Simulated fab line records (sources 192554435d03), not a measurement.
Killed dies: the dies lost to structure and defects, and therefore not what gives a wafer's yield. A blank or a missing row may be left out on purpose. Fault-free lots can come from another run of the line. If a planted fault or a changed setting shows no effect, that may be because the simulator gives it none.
Split-lot experiment -- flow n5 finfet -- 21 wafers read across 7 lots, on a route 1938 steps long

## ON THE SPLIT
At N5_BEOL_M9_ETCH_62 (etches SOC in N2/H2, target depth 110 nm, overetch 22 nm, time 165 s), the setting time s was moved away from the recipe's 165 s on 9 of the 21 wafers read, by -22.2% to +19.6%. For the rest of the wafers, this setting stayed at what the recipe calls for.

The reading is taken at the split's own step.

## THE READING
SiARC_of_BEOL_M9_COAT_60.thk nm (the simulator's own value, which no gauge read), in nm, at N5_BEOL_M9_ETCH_62 (etches SOC in N2/H2, target depth 110 nm, overetch 22 nm, time 165 s). No usual value for it is given in the file. Across the 12 wafers here that went through the recipe, the average is 23.6 nm and the standard deviation 0.22 nm.

wafer,"tool, chamber at the split","time s as run, s",against the recipe,"SiARC_of_BEOL_M9_COAT_60.thk nm, nm",against lot-mates on the recipe
L078.4,"rie diel-04, 1",194.1,+17.6%,22.2,-1.4
L078.5,"rie diel-04, 3",165,recipe,23.4,-
L078.6,"rie diel-04, 2",165,recipe,23.8,-
L082.3,"rie diel-04, 1",165,recipe,23.4,-
L082.4,"rie diel-04, 2",197.4,+19.6%,22.6,-0.8
L082.5,"rie diel-04, 3",197.4,+19.6%,22,-1.4
L085.2,"rie diel-01, 0",176.3,+6.8%,23,-0.6
L085.3,"rie diel-01, 1",176.3,+6.8%,23.8,+0.2
L085.5,"rie diel-01, 2",165,recipe,23.6,-
L088.2,"rie diel-02, 1",188.8,+14.4%,22.4,-1.1
L088.3,"rie diel-02, 2",165,recipe,23.4,-
L088.6,"rie diel-02, 3",165,recipe,23.6,-
L089.1,"rie diel-04, 1,0",165,recipe,23.6,-
L089.2,"rie diel-04, 1,0",165,recipe,23.6,-
L089.5,"rie diel-04, 1",180.3,+9.3%,22.8,-0.8
L091.1,"rie diel-02, 2",165,recipe,23.6,-
L091.3,"rie diel-02, 1",165,recipe,23.4,-
L091.5,"rie diel-02, 0",165,recipe,24.2,-
L093.2,"rie diel-02, 2",165,recipe,23.6,-
L093.5,"rie diel-02, 1",128.4,-22.2%,24.8,+1.2
L093.6,"rie diel-02, 2",128.4,-22.2%,25,+1.4
The file does not say which wafer passed through which chamber wherever a row lists several chambers: such a row stands for several wafers.

THE FIT
A straight line over all 21 wafers: SiARC_of_BEOL_M9_COAT_60.thk nm changes by -0.065 nm for each +1% of time s; r = -0.94; the points scatter about the line by 0.27 nm.
The same after taking each lot's own level away (the mean of its wafers on the recipe; 21 wafers): -0.0615 nm for each +1%; r = -0.93; scatter 0.26 nm.
On that fit, the largest move of time s shifts the reading by 1.4 nm.
Across the lots, their own levels run from 23.40 to 23.73 nm, a range of 1.5 times the standard deviation given above.
So the lot-to-lot level changes the slope little: the two slopes agree.
Check: +1.42 nm against its lot-mates is what the line predicts for one of the wafers moved furthest among these (-22.2%) when that wafer is left out of the fit. Against them it came out at +1.2 nm.

## THESE WAFERS: OTHER SPLITS
Before the reading, these wafers also passed through other splits. Each is held against what the fit with the lots' levels taken away leaves over:
other split on the same wafers,wafers away from the commonest value,r with SiARC_of_BEOL_M9_COAT_60.thk nm (lot level and that fit taken away)
N5_BEOL_M6_DESCUM_33 time s,7,-0.16
N5_BEOL_M7_ETCH_61 source w,5,-0.15
N5_BEOL_M8_ILD_DEP_00 time s,3,-0.08
N5_BEOL_M9_COAT_05 spin rpm,9,-0.20

## THE WHOLE CHAIN: every reading that the file lists as answering this split, in the file's order
step,what it does,reading,change (the file's fit),r (the file's)
N5_BEOL_M9_ETCH_62,"etches SOC in N2/H2, target depth 110 nm, overetch 22 nm, time 165 s","SiARC_of_BEOL_M9_COAT_60.thk nm (the simulator's own value, which no gauge read)",-0.0652 nm for each +1% of the setting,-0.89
N5_BEOL_M9_HM_OPEN_17,"chemistry Cl2/BCl3, target TiN, target depth 20 nm, overetch 6 nm","etch.depth nm (the simulator's own value, which no gauge read)","not straight: 20.1 at the lowest setting, 19.85 at the recipe, 16.9 at the highest",not given

## FILE'S OWN FIT
SiARC_of_BEOL_M9_COAT_60.thk nm changes by -0.0652 nm for each +1% of time s, r = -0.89.
